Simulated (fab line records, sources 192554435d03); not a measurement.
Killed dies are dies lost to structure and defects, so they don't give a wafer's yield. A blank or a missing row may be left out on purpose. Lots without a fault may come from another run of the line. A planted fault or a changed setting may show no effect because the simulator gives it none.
fab line records | flow n5_finfet
record lots=6 wafers=18 last_day=19
route steps=1938 shown STI_FIN_REVEAL@203 DUMMY_GATE@212 BEOL_M4@1111
lots that met no fault: from a run of the same line without faults
start_h: hours from the record's first day to the start of the lot's first wafer shown | wait_h: hours since the lot's step before | " the same as in the row above | L1.1+2: a row that stands for several wafers | - no value, or no start given | * or withheld: withheld | < > ~ a bound
route shown NAME@n: a module of which the file shows steps, and the number in the route of the first | usual: mean/standard deviation of fault-free wafers | same: alike in all rows | chamber/n: place in a boat | sites: the reading at each site | _std_site: their standard deviation | _edge_site: outer sites' mean less inner sites' | radius_mm: how far each site lies from the wafer's centre | mask NAME#n: copy n | behind: the tool/chamber that last shaped the wafer | hold: why the lot was held/for how many hours/how that ended | device: the transistor (n, p or np) that didn't switch | end of line: the same wafers' tests at the end of the route | a step without rows: its recipe alone | killed: dies lost to structure and defects at the first sort, not the wafer's yield | map: a wafer's dies, x killed, . not, _ none there
set.NAME: the setting as run; set.NAME@STEP: as run at that earlier step | model.NAME: the simulator's own value behind a step, which no gauge read
lots at some steps of the route; a table a step, a row a wafer
services: from which hour (start_h, from the record's first day; less than 0 if before it) a tool's chamber was out of use, for how many hours, and why
## steps
# step N5_STI_FIN_REVEAL_SRD_21
# recipe dry=ipa_marangoni time_s=30 temp_c=23 rinse_liquid=diw
# step N5_STI_FIN_REVEAL_OXIDATION_33
# recipe chemistry=O2_PLASMA_REMOTE temp_c=150 time_s=20 pressure_mtorr=1000 source_power_w=2000 o2_flow_sccm=3000
# usual drypump_motor_current_A=6.1/0.57 heater_power_w=149/11 temp_c_max=150.60/0.28
# columns lot.wafer tool chamber start_h wait_h drypump_motor_current_A heater_power_w rf_hours_counter_h temp_c_max
L386.1 plasma_asher-02 0 47.55 0.0 5.7 158 86 150.08
L386.4 " 0 " " 5.7 160 - 150.61
L386.6 " 0 " " 5.7 155 - 150.36
L391.1 plasma_asher-02 1 73.81 0.0 6.7 154 92 150.99
L391.2 " 0 " " 5.7 161 92 150.35
L391.6 " 1 " " 6.7 153 - 151.08
L404.3 plasma_asher-02 1 150.90 0.1 6.7 153 - 150.59
L404.5 " 1 " " 6.7 154 - 150.75
L404.6 " 0 " " 5.6 161 - 150.47
L405.1 plasma_asher-02 1 156.42 0.0 6.7 155 108 150.74
L405.5 " 0 " " 5.7 161 - 150.45
L405.6 " 1 " " 6.7 153 - 150.93
L407.1 plasma_asher-02 1 169.54 0.2 6.7 150 112 150.76
L407.4 " 0 " " 5.6 157 - 150.51
L407.6 " 1 " " 6.7 152 - 150.81
L408.1 plasma_asher-02 1 174.55 0.0 6.7 149 114 150.76
L408.3 " 1 " " 6.7 151 - 151.02
L408.5 " 1 " " 6.7 157 - 150.73
# step N5_STI_FIN_REVEAL_CLEAN_19
# recipe chemistry=O3/DIW temp_c=25 time_s=120 o3_ppm=10
# step N5_STI_FIN_REVEAL_SRD_23
# recipe dry=ipa_marangoni time_s=30 temp_c=23 rinse_liquid=diw
# step N5_STI_FIN_REVEAL_CD_MEAS_22
# recipe target_cd_nm=6.238 pitch_nm=28 polarity=line
# usual cd_nm=6.36/0.28
# columns lot.wafer tool chamber start_h wait_h cd_nm
L386.1 cd_sem-03 - 47.72 0.0 6.18
L386.4 " - " " 6.66
L386.6 " - " " 6.35
L391.1 cd_sem-02 - 73.98 0.0 6.42
L391.2 " - " " 6.72
L391.6 " - " " 6.02
L404.3 cd_sem-01 - 151.05 0.0 6.21
L404.5 " - " " 7.06
L404.6 " - " " 6.77
L405.1 cd_sem-02 - 156.59 0.0 6.24
L405.5 " - " " 5.94
L405.6 " - " " 5.72
L407.1 cd_sem-03 - 169.71 0.0 6.50
L407.4 " - " " 6.17
L407.6 " - " " 6.49
L408.1 cd_sem-01 - 174.72 0.0 6.28
L408.3 " - " " 6.10
L408.5 " - " " 6.44
# step N5_STI_FIN_REVEAL_FIN_H_MEAS_10
# usual trench_depth_nm=51.7/0.9
# columns lot.wafer tool chamber start_h wait_h trench_depth_nm
L386.1 ocd-02 - 47.75 0.0 51.9
L386.4 " - " " 52.3
L386.6 " - " " 51.4
L391.1 ocd-01 - 74.01 0.0 51.1
L391.2 " - " " 50.5
L391.6 " - " " 51.5
L404.3 ocd-01 - 151.08 0.0 51.8
L404.5 " - " " 51.6
L404.6 " - " " 52.8
L405.1 ocd-01 - 156.62 0.0 53.1
L405.5 " - " " 54.1
L405.6 " - " " 53.4
L407.1 ocd-01 - 169.74 0.0 51.2
L407.4 " - " " 50.0
L407.6 " - " " 51.1
L408.1 ocd-02 - 174.75 0.0 51.9
L408.3 " - " " 51.9
L408.5 " - " " 52.5
# step N5_STI_FIN_REVEAL_PRECLEAN_18
# recipe chemistry=SC2 time_s=45 temp_c=35 mix=1:1:50
# step N5_STI_FIN_REVEAL_SRD_28
# recipe dry=ipa_marangoni time_s=30 temp_c=23 rinse_liquid=diw
# step N5_STI_FIN_REVEAL_INSPECT_13
# recipe inspect_instrument=darkfield mode=post_clean
# usual raw_defect_count=11/4.9
# columns lot.wafer tool chamber start_h wait_h raw_defect_count
L386.1 defect_inspect-02 - 47.84 0.0 4
L386.4 " - " " 13
L386.6 " - " " 10
L391.1 defect_inspect-02 - 74.10 0.0 8
L391.2 " - " " 3
L391.6 " - " " 9
L404.3 defect_inspect-02 - 151.17 0.0 22
L404.5 " - " " 16
L404.6 " - " " 8
L405.1 defect_inspect-02 - 156.71 0.0 12
L405.5 " - " " 13
L405.6 " - " " 15
L407.1 defect_inspect-01 - 169.84 0.0 12
L407.4 " - " " 9
L407.6 " - " " 13
L408.1 defect_inspect-02 - 174.84 0.0 8
L408.3 " - " " 15
L408.5 " - " " 16
# step N5_DUMMY_GATE_PRECLEAN_00
# recipe chemistry=O3/DIW time_s=60 temp_c=22 o3_ppm=10
# step N5_DUMMY_GATE_SRD_01
# recipe time_s=30 temp_c=23 rinse_liquid=diw dry=ipa_marangoni
# step N5_DUMMY_GATE_ALD_02
# recipe material=SiO2 target_thk_a=20 temp_c=300 ald_precursor_family=BDEAS ald_co_reactant=O2-plasma pulse_time_s=1 pressure_torr=2
# usual chamber_pressure_Torr=2.000/0.0042 heater_power_outer_w=254/20 heater_power_w=454/33 precursor_pulse_height_rel=0.999/0.019
# columns lot.wafer tool chamber start_h wait_h chamber_pressure_Torr heater_power_outer_w heater_power_w precursor_pulse_height_rel
L386.1 ald_sin-02 1 48.68 0.8 1.998 289 533 1.009
L386.4 " 3 " " 2.001 265 496 1.001
L386.6 " 1 " " 2.005 302 531 1.011
L391.1 ald_sin-01 2 74.19 0.0 2.004 263 464 1.008
L391.2 " 3 " " 1.992 234 432 0.996
L391.6 " 2 " " 2.002 260 466 1.000
L404.3 ald_sin-02 2 151.48 0.3 1.993 239 449 1.034
L404.5 " 0 " " 2.015 264 484 0.937
L404.6 " 3 " " 1.994 267 504 0.997
L405.1 ald_sin-02 1 156.81 0.0 2.002 277 499 1.009
L405.5 " 3 " " 2.006 268 529 1.015
L405.6 " 2 " " 2.002 254 440 0.992
L407.1 ald_sin-01 1 170.94 1.0 2.001 245 412 0.994
L407.4 " 3 " " 2.003 236 435 0.984
L407.6 " 0 " " 1.999 281 471 0.994
L408.1 ald_sin-01 0 175.26 0.4 2.006 281 482 0.987
L408.3 " 2 " " 1.998 257 464 1.000
L408.5 " 2 " " 2.004 258 470 1.026
# step N5_DUMMY_GATE_CVD_03
# recipe material=a-Si target_thk_a=1500 temp_c=530 precursor=SiH4 time_s=8042
# usual spike_tc_bottom_C=555/3.5 spike_tc_centre_C=529.9/0.48 spike_tc_lower_C=530.4/1 spike_tc_top_C=552.8/1.7 spike_tc_upper_C=529.6/0.96 susceptor_temp_C=529.98/0.21 zone_power_bottom_pct=9.8/0.65 zone_power_centre_pct=7.49/0.19
# columns lot.wafer tool chamber start_h wait_h spike_tc_bottom_C spike_tc_centre_C spike_tc_lower_C spike_tc_top_C spike_tc_upper_C susceptor_temp_C zone_power_bottom_pct zone_power_centre_pct model.a-Si_of_DUMMY_GATE_CVD_03.thk_nm
L386.1 lpcvd-01 1/90 48.79 0.1 551 529.7 530.7 555.1 529.7 529.84 10.1 7.64 150.4
L386.4 " 1/104 " " 551 529.7 530.7 555.1 529.7 529.84 10.1 7.64 149
L386.6 " 1/114 " " 551 529.7 530.7 555.1 529.7 529.84 10.1 7.64 149.4
L391.1 lpcvd-02 1/65 74.29 0.1 557 530.3 528.6 551.1 530.9 530.15 9.6 7.41 150.6
L391.2 " 1/70 " " 557 530.3 528.6 551.1 530.9 530.15 9.6 7.41 151
L391.6 " 1/89 " " 557 530.3 528.6 551.1 530.9 530.15 9.6 7.41 151.6
L404.3 lpcvd-01 1/25 151.59 0.1 531 510.3 511.3 535.7 509.6 510.10 9.3 7.15 82
L404.5 " 1/34 " " 531 510.3 511.3 535.7 509.6 510.10 9.3 7.15 82.4
L404.6 " 1/39 " " 531 510.3 511.3 535.7 509.6 510.10 9.3 7.15 82.4
L405.1 lpcvd-01 1/40 156.91 0.1 531 510.7 510.3 535.2 509.6 509.75 9.4 7.21 83.2
L405.5 " 1/59 " " 531 510.7 510.3 535.2 509.6 509.75 9.4 7.21 82.8
L405.6 " 1/64 " " 531 510.7 510.3 535.2 509.6 509.75 9.4 7.21 82.6
L407.1 lpcvd-01 0/15 171.05 0.1 559 529.9 531.0 552.9 529.2 530.38 10.5 7.46 150
L407.4 " 0/29 " " 559 529.9 531.0 552.9 529.2 530.38 10.5 7.46 148.8
L407.6 " 0/39 " " 559 529.9 531.0 552.9 529.2 530.38 10.5 7.46 148.8
L408.1 lpcvd-01 0/90 175.37 0.1 558 529.5 531.6 552.8 527.8 529.83 10.4 7.48 151
L408.3 " 0/100 " " 558 529.5 531.6 552.8 527.8 529.83 10.4 7.48 150
L408.5 " 0/109 " " 558 529.5 531.6 552.8 527.8 529.83 10.4 7.48 150.2
# step N5_DUMMY_GATE_PRECLEAN_46
# recipe chemistry=DIW time_s=89.5 temp_c=23
# step N5_DUMMY_GATE_SRD_47
# recipe dry_time_s=32 dry=n2_spin spin_rpm=1500
# step N5_DUMMY_GATE_CMP_04
# recipe material=a-Si post_cmp_clean=alkaline_brush
# usual motor_current_A=9.6/1.3 retaining_ring_pressure_frac=0.999/0.0053 slurry_flow_ml_min=150.0/0.41 time_to_endpoint_s=13.8/2.4
# columns lot.wafer tool chamber start_h wait_h motor_current_A retaining_ring_pressure_frac slurry_flow_ml_min time_to_endpoint_s
L386.4 cmp-01 3 52.60 0.1 10.1 1.002 149.6 9.7
L386.1 " 0 " " 10.7 0.993 150.0 8.5
L386.6 " 2 " " 10.1 1.012 150.6 14.0
L391.2 cmp-01 1 78.03 0.0 8.9 0.990 149.5 16.0
L391.1 " 2 " " 9.8 1.001 149.5 16.6
L391.6 " 1 " " 8.6 0.994 149.4 18.3
L404.3 cmp-04 0 155.43 0.1 9.0 1.002 149.5 1.7
L404.6 " 1 " " 9.0 0.999 148.9 1.9
L404.5 " 2 " " 11.7 1.000 150.7 2.8
L405.1 cmp-02 1 160.65 0.0 8.7 1.000 149.8 0.7
L405.5 " 1 " " 8.7 1.007 150.3 0.6
L405.6 " 2 " " 7.3 0.998 149.3 2.2
L407.1 cmp-04 2 174.79 0.0 11.4 0.998 150.8 12.6
L407.4 " 3 " " 7.7 0.991 150.1 11.1
L407.6 " 2 " " 11.5 1.006 150.3 9.1
L408.3 cmp-02 3 179.13 0.1 10.8 1.006 149.7 10.8
L408.1 " 1 " " 9.0 0.995 150.4 9.8
L408.5 " 3 " " 10.8 1.010 149.9 10.3
# step N5_BEOL_M4_RC_MEAS_101
# usual DIBL_N=36.8/1.9 DIBL_P=36.5/2.1 IOFF_N=0.17/0.038 IOFF_P=0.22/0.039 ION_N=675/12 ION_P=463/7.4 SS_N=71.6/0.71 SS_P=73.4/0.72 VT_N=249/3.3 VT_P=-250/3.3
# columns lot.wafer tool chamber start_h wait_h DIBL_N[mV/V] DIBL_P[mV/V] IOFF_N[nA/um] IOFF_P[nA/um] ION_N[uA/um] ION_P[uA/um] SS_N[mV/dec] SS_P[mV/dec] VT_N[mV] VT_P[mV]
L386.1 prober-01 0 187.70 0.0 36.9 35.9 0.17 0.22 686 468 71.6 73.5 247 -245
L386.4 " 0 " " 38.8 37.7 0.21 0.25 692 463 72.3 75.0 243 -248
L386.6 " 0 " " 35.6 34.4 0.15 0.20 685 464 71.8 72.6 250 -251
L391.1 prober-02 0 237.13 0.0 36.4 35.8 0.15 0.19 666 453 70.7 74.2 251 -252
L391.2 " 0 " " 36.2 36.2 0.17 0.20 678 461 71.0 73.8 246 -252
L391.6 " 0 " " 36.8 35.9 0.17 0.20 674 456 70.7 72.8 248 -253
L408.1 prober-01 0 332.91 0.0 36.1 34.4 0.12 0.19 657 457 71.6 72.0 255 -252
L408.3 " 0 " " 37.9 36.8 0.16 0.23 669 467 71.6 73.1 250 -249
L408.5 " 0 " " 38.9 38.2 0.19 0.25 690 467 72.1 73.6 249 -247
L407.1 prober-02 0 337.64 0.0 35.7 33.8 0.14 0.19 671 458 72.0 73.0 251 -251
L407.4 " 0 " " 39.4 38.3 0.20 0.26 665 459 73.5 74.1 249 -246
L407.6 " 0 " " 39.8 39.2 0.23 0.26 689 464 71.8 74.6 246 -246
## services
# columns tool chamber start_h hours kind
ald_sin-02 2 36.10 6.5 repair
cmp-02 - 45.90 9.5 pm
cmp-02 - 55.45 2.1 repair
cmp-02 - 84.45 4.4 repair
ald_sin-02 - 85.25 14.0 pm
ald_sin-02 0 85.25 14.0 vent_cycle
ald_sin-02 1 85.25 14.0 vent_cycle
ald_sin-02 2 85.25 14.0 vent_cycle
ald_sin-02 3 85.25 14.0 vent_cycle
ald_sin-02 0 99.25 - clean
ald_sin-02 1 99.25 - clean
ald_sin-02 2 99.25 - clean
ald_sin-02 3 99.25 - clean
ald_sin-01 - 121.04 14.6 pm
cmp-01 - 125.98 4.0 pm
plasma_asher-02 - 129.60 2.3 repair
cmp-01 - 138.77 0.6 repair
ald_sin-02 3 159.26 1.7 repair
cmp-04 - 160.49 4.0 pm
cmp-01 - 176.50 1.6 repair
ald_sin-01 - 177.59 14.0 pm
ald_sin-01 0 177.59 14.0 vent_cycle
ald_sin-01 1 177.59 14.0 vent_cycle
ald_sin-01 2 177.59 14.0 vent_cycle
## key
first_sign step=N5_DUMMY_GATE_CVD_03 reading=susceptor_temp_C direction=down sigmas=96 usual=* struck=*
effect step=N5_DUMMY_GATE_CVD_03 reading=spike_tc_centre_C direction=down sigmas=41 usual=529.9 struck=510.5
effect step=N5_DUMMY_GATE_CMP_04 reading=time_to_endpoint_s direction=down sigmas=5.1 usual=* struck=*
model_effect step=N5_DUMMY_GATE_CVD_03 value=a-Si_of_DUMMY_GATE_CVD_03.thk_nm without=149.2 struck=82.57
met_at N5_DUMMY_GATE_CVD_03
struck_wafers L404.3,L404.5,L404.6,L405.1,L405.5,L405.6
later_rows_left_out L404.3,L404.5,L404.6,L405.1,L405.5,L405.6
sort_left_out L404.3,L404.5,L404.6,L405.1,L405.5,L405.6
tester_left_out L404,L405
fault kind=process_parameter_drift tool=lpcvd-01 chamber=1 onset_h=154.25 steps=N5_DUMMY_GATE_CVD_03 channel=temp_c offset=* shape=step end_h=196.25 acts_in=* stated=*
# tester_left_out: of these lots the tester's yield and bins aren't shown, on N5 and GAA mostly nor the transistor test; their killed dies are dies lost to structure and defects alone, not to doping, threshold or leakage, so they don't give the yield
# sort_left_out: the simulated sort isn't trusted on such a fault, so these wafers' sort isn't shown, and their yield isn't known
# later_rows_left_out: the simulator's readings of these wafers behind a module that went badly wrong aren't trusted and aren't shown, but for the sort
